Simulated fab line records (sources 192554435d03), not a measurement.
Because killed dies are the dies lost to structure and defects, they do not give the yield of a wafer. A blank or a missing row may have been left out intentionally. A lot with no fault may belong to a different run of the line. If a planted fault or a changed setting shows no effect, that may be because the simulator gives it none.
Lot-split experiment    flow n5 finfet    on a route of 1938 steps: 7 lots, 21 wafers read

ABOUT THE SPLIT
At N5_BEOL_M1_TRENCH_ETCH_37 (etches SiOC in C4F6/O2, target depth 55.207 nm, time 29 s), the setting time s was moved away from the recipe's 29 s on 3 of the 21 wafers read, by +20.9%. The other wafers ran this setting at the recipe's value.

FROM THE SPLIT TO THE READING: what the file shows between them, 2 steps
- N5_BEOL_M1_ETCH_41: etches SiCN in CH3F/O2, target depth 31.9 nm, time 57.8 s
- N5_BEOL_M1_STRIP_97: strips in N2/H2, time 10 s

THE READING
trench depth nm, in nm, at N5_BEOL_M1_OCD_MEAS_38. Fault-free wafers of this fab line usually give 55.3 nm, standard deviation 1 nm.

wafer   tool, chamber at the split  time s as run, s  against the recipe  trench depth nm, nm  against lot-mates on the recipe
L075.1  rie diel-01, 3              29                recipe              54.1                 -
L075.2  rie diel-01, 1              29                recipe              54.6                 -
L075.4  rie diel-01, 2              29                recipe              54.7                 -
L084.4  rie diel-05, 3              29                recipe              54.6                 -
L084.5  rie diel-05, 0              29                recipe              56.9                 -
L084.6  rie diel-05, 1              29                recipe              55.8                 -
L085.1  rie diel-02, 2              35.06             +20.9%              69.6                 no lot-mate on the recipe
L085.3  rie diel-02, 0              35.06             +20.9%              67.4                 no lot-mate on the recipe
L085.4  rie diel-02, 0              35.06             +20.9%              67.9                 no lot-mate on the recipe
L089.1  rie diel-01, 1              29                recipe              54.5                 -
L089.4  rie diel-01, 2              29                recipe              54.3                 -
L089.5  rie diel-01, 1              29                recipe              54.3                 -
L090.1  rie diel-05, 3              29                recipe              54.0                 -
L090.2  rie diel-05, 0              29                recipe              56.2                 -
L090.3  rie diel-05, 2              29                recipe              55.2                 -
L091.1  rie diel-05, 3              29                recipe              54.4                 -
L091.2  rie diel-05, 1              29                recipe              55.7                 -
L091.6  rie diel-05, 2              29                recipe              55.1                 -
L097.2  rie diel-01, 2              29                recipe              54.2                 -
L097.3  rie diel-01, 3              29                recipe              55.2                 -
L097.4  rie diel-01, 1              29                recipe              55.6                 -

FIT RESULTS
A straight line over all 21 wafers: trench depth nm changes by +0.638 nm for each +1% of time s; r = +0.99; the points scatter about the line by 0.85 nm.
Too few moved wafers have a lot-mate on the recipe to fit a line with each lot's own level taken away.

THE WHOLE CHAIN: every reading that the file lists as answering this split, in the file's order
step                       what it does                                               reading                                                                    change (the file's fit)                r (the file's)
N5_BEOL_M1_TRENCH_ETCH_37  etches SiOC in C4F6/O2, target depth 55.207 nm, time 29 s  BEOL_M1.feature depth nm (the simulator's own value, which no gauge read)  +0.641 nm for each +1% of the setting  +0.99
N5_BEOL_M1_TRENCH_ETCH_37  etches SiOC in C4F6/O2, target depth 55.207 nm, time 29 s  etch.depth nm (the simulator's own value, which no gauge read)             +0.639 nm for each +1% of the setting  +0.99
N5_BEOL_M1_OCD_MEAS_38                                                                trench depth nm                                                            +0.637 nm for each +1% of the setting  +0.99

THE FILE'S OWN FIT
trench depth nm changes by +0.637 nm for each +1% of time s, r = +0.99.
